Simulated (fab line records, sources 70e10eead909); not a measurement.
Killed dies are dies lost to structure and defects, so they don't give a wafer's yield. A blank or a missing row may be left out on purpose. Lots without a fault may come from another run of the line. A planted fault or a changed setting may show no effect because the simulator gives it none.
Chamber matching | flow nand_harc | NHARC_A_STAIRCASE_DEP_156 on pecvd-02: 3 sister chambers
The step deposits SiNx, target thk 50 nm. 6 wafers are shown with their chamber, then 12 later ones without.

WAFERS WITH THEIR CHAMBER
wafer  | chamber | heater_power_w (W)
L080.5 | 1       | 508
L081.6 | 1       | 512
L082.6 | 2       | 456
L085.3 | 0       | 634
L085.5 | 0       | 610
L085.6 | 2       | 455

WAFERS WITHOUT THEIR CHAMBER
wafer  | heater_power_w (W)
L089.2 | 588
L089.3 | 568
L089.4 | 448
L087.2 | 581
L087.5 | 560
L087.6 | 413
L094.1 | 466
L094.2 | 569
L094.4 | 467
L097.2 | 619
L097.4 | 621
L097.6 | 511

WHICH CHAMBER EACH WENT THROUGH
wafer  | from the rows above     | in truth
L089.2 | 0                       | 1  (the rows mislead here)
L089.3 | can't be placed: 0 or 1 | 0
L089.4 | 2                       | 2
L087.2 | 0                       | 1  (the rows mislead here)
L087.5 | can't be placed: 1 or 0 | 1
L087.6 | 2                       | 2
L094.1 | 2                       | 2
L094.2 | can't be placed: 0 or 1 | 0
L094.4 | 2                       | 2
L097.2 | 0                       | 0
L097.4 | 0                       | 0
L097.6 | 1                       | 1
Placed correctly: 7 of 12. Can't be placed from these rows: 3 (the true chamber is among the candidates in 3). Placed wrongly: 2.
How it was worked out, from the rows above alone: a wafer's distance from a chamber is the root of the sum, over the readings, of the square of ((its reading less the chamber's mean) divided by the reading's scatter). The wafer belongs to the nearest chamber; if the next one is less than 2 further off, it can't be placed. A chamber's mean is the mean of its shown wafers. The scatter: the root of (the sum of the squares of (reading less its chamber's mean) over the shown wafers, divided by (wafers less chambers)).
